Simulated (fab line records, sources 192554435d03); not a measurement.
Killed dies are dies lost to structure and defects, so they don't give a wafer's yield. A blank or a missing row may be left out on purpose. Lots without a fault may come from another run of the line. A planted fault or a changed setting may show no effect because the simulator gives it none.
A struck lot beside a sound one | flow n5_finfet | 33 steps out of a route of 1938
Sound: wafers L384.1, L384.3, L384.6. Struck: wafers L380.2, L380.5. (L380.1 of the same lot was not struck and is left out.) The cause comes at the end.
At each step with rows: each side's tool, then ch and its chambers, then its first start. Under that, the readings that differ: sound wafers | struck wafers | difference of the means | sigmas: that difference in standard deviations of wafers without a fault.
alike: readings whose means differ by less than 2 such deviations, and words and numbers that are the same on both sides. not compared: withheld readings, readings that some wafer has no value for, bounds like >300 that may hide the same value, and numbers for which the record gives no deviation and whose values overlap.
The two part at a step that has a row with sigmas, a row that says differs or no value, or rows on one side only. Numbers that don't overlap but have no deviation are shown without sigmas and don't part them. A reading that every wafer of one side lacks parts them only if that side has two wafers or more.

first, 8 steps without rows for these wafers: N5_BEOL_M10_ECD_50 (material Cu, target thk 318 nm); N5_BEOL_M10_ANNEAL_51 (time 90 s); N5_BEOL_M10_CMP_52 (polishes, stops on SiCOH lowk, t overpolish 7 s, target thk 140 nm); N5_BEOL_M10_PRE_CLEAN_55 (time 15 s); N5_BEOL_M10_DEP_56 (deposits SiCN from 3MS/NH3, target thk 15 nm, time 26.5 s); N5_BEOL_M11_ILD_DEP_00 (deposits SiCOH lowk from DEMS/porogen, target thk 308.51 nm, time 58 s); N5_BEOL_M11_CURE_71 (cures SiCOH lowk, time 240 s); N5_BEOL_M11_PECVD_70 (deposits SiO2 from TEOS/O2, target thk 20 nm, time 22.7 s).
N5_BEOL_M11_HM_DEP_02: deposits TiN, target thk 20 nm.
  sound on pvd_sputter-01, day 14 09:07; struck on pvd_sputter-01, day 16 09:33
  reading                                     | sound        | struck    | difference | sigmas
  model.TiN_of_BEOL_M11_HM_DEP_02.thk_nm (nm) | 19.8 19.8 20 | 13.8 13.8 | -6.1       |
  alike: throttle_valve_pct
then, 13 steps without rows for these wafers: N5_BEOL_M11_COAT_59 (time 60 s, resist thk 100 nm); N5_BEOL_M11_COAT_60 (time 60 s, resist thk 30 nm); N5_BEOL_M11_COAT_05 (resist thk 90 nm); N5_BEOL_M11_EBR_07; N5_BEOL_M11_SOFTBAKE_06 (time 60 s); N5_BEOL_M11_EXPOSE_08 (exposes mask M11); N5_BEOL_M11_PEB_09 (peb time 60 s); N5_BEOL_M11_DEVELOP_10 (develop time 30 s); N5_BEOL_M11_DESCUM_16 (chemistry O2, time 7.9 s); N5_BEOL_M11_ETCH_61 (etches SiARC in CF4, target depth 39 nm, time 65 s); N5_BEOL_M11_ETCH_62 (etches SOC in N2/H2, target depth 110 nm, overetch 22 nm, time 165 s); N5_BEOL_M11_STRIP_68 (strips in N2/H2); N5_BEOL_M11_STRIP_67 (strips in CF4).
N5_BEOL_M11_HM_OPEN_17: chemistry Cl2/BCl3, target TiN, target depth 20 nm, overetch 6 nm.
  sound on rie_metal-01 ch 0, day 14 11:17; struck on rie_metal-01 ch 0, day 16 10:25
  reading                  | sound             | struck     | difference | sigmas
  model.etch.depth_nm (nm) | 19.76 19.77 19.91 | 13.8 13.82 | -6.0       |
  alike: drypump_motor_current_A, mfc_ar_sccm, oes_product_au, throttle_valve_pct
  not compared: rf_hours_counter_h
then, 9 steps without rows for these wafers: N5_BEOL_M11_STRIP_19 (strips in O2); N5_BEOL_M11_COAT_63 (time 60 s, resist thk 100 nm); N5_BEOL_M11_COAT_64 (time 60 s, resist thk 30 nm); N5_BEOL_M11_COAT_22 (resist thk 90 nm); N5_BEOL_M11_EBR_24; N5_BEOL_M11_SOFTBAKE_23 (time 60 s); N5_BEOL_M11_EXPOSE_25 (exposes mask V10); N5_BEOL_M11_PEB_26 (peb time 60 s); N5_BEOL_M11_DEVELOP_27 (develop time 30 s).
N5_BEOL_M11_TRENCH_ETCH_37: etches SiCOH lowk in C4F6/O2, target depth 148.83 nm, time 48 s.
  sound on rie_diel-04 ch 0,1,2; struck on rie_diel-06 ch 1,3
  reading                                     | sound        | struck  | difference | sigmas
  model.TiN_of_BEOL_M11_HM_DEP_02.thk_nm (nm) | 15.8 15.6 16 | 9.6 9.4 | -6.3       |
  alike: O2_flow_sccm, drypump_motor_current_A, mfc_ar_sccm, oes_product_au, rf_vpp_V, showerhead_plenum_p_Torr, throttle_valve_pct
  not compared: rf_hours_counter_h

WHERE THEY PART
Nowhere in this record.

WHY: what the simulator had put in
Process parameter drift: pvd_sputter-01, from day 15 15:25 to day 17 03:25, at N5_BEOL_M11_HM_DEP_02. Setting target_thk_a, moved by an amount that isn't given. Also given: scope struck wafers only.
